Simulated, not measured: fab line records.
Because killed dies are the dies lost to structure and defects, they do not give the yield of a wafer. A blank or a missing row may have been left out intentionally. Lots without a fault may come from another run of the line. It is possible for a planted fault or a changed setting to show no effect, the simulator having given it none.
Matching of chambers :: flow n5Finfet :: 3 sister chambers for N5_BEOL_M0_SAQP_SPACER1_ETCHBACK_99 on rieDiel-05
The step etches SiO2 in CHF3/O2, target depth 15.4 nm, time 7.7 s. 6 wafers are shown with their chamber, then 3 later ones without.

EACH WAFER AND ITS CHAMBER
wafer: L077.6
chamber: 3
showerheadPlenumPTorr (Torr): 2.36
rfVppV (V): 525

wafer: L080.1
chamber: 1
showerheadPlenumPTorr (Torr): 2.56
rfVppV (V): 530

wafer: L080.3
chamber: 0
showerheadPlenumPTorr (Torr): 2.54
rfVppV (V): 519

wafer: L080.5
chamber: 0
showerheadPlenumPTorr (Torr): 2.54
rfVppV (V): 518

wafer: L095.2
chamber: 3
showerheadPlenumPTorr (Torr): 2.35
rfVppV (V): 525

wafer: L095.5
chamber: 1
showerheadPlenumPTorr (Torr): 2.55
rfVppV (V): 529

WAFERS WITHOUT THEIR CHAMBER
wafer: L096.1
showerheadPlenumPTorr (Torr): 2.35
rfVppV (V): 524

wafer: L096.2
showerheadPlenumPTorr (Torr): 2.55
rfVppV (V): 529

wafer: L097.4
showerheadPlenumPTorr (Torr): 2.54
rfVppV (V): 528

CHAMBER TAKEN BY EACH
wafer: L096.1
from the rows above: 3
in truth: 3

wafer: L096.2
from the rows above: 1
in truth: 1

wafer: L097.4
from the rows above: 1
in truth: 1
Placed correctly: 3 of 3. Can't be placed from these rows: 0. Wrongly placed: 0.
How it was worked out, from the rows above alone: a wafer's distance from a chamber is the root of the sum, over the readings, of the square of ((its reading less the chamber's mean) divided by the reading's scatter). The wafer belongs to the nearest chamber; if the next one is less than 2 further off, it can't be placed. The mean given for a chamber averages the wafers shown for that chamber. The scatter: the root of (the sum of the squares of (reading less its chamber's mean) over the shown wafers, divided by (wafers less chambers)).
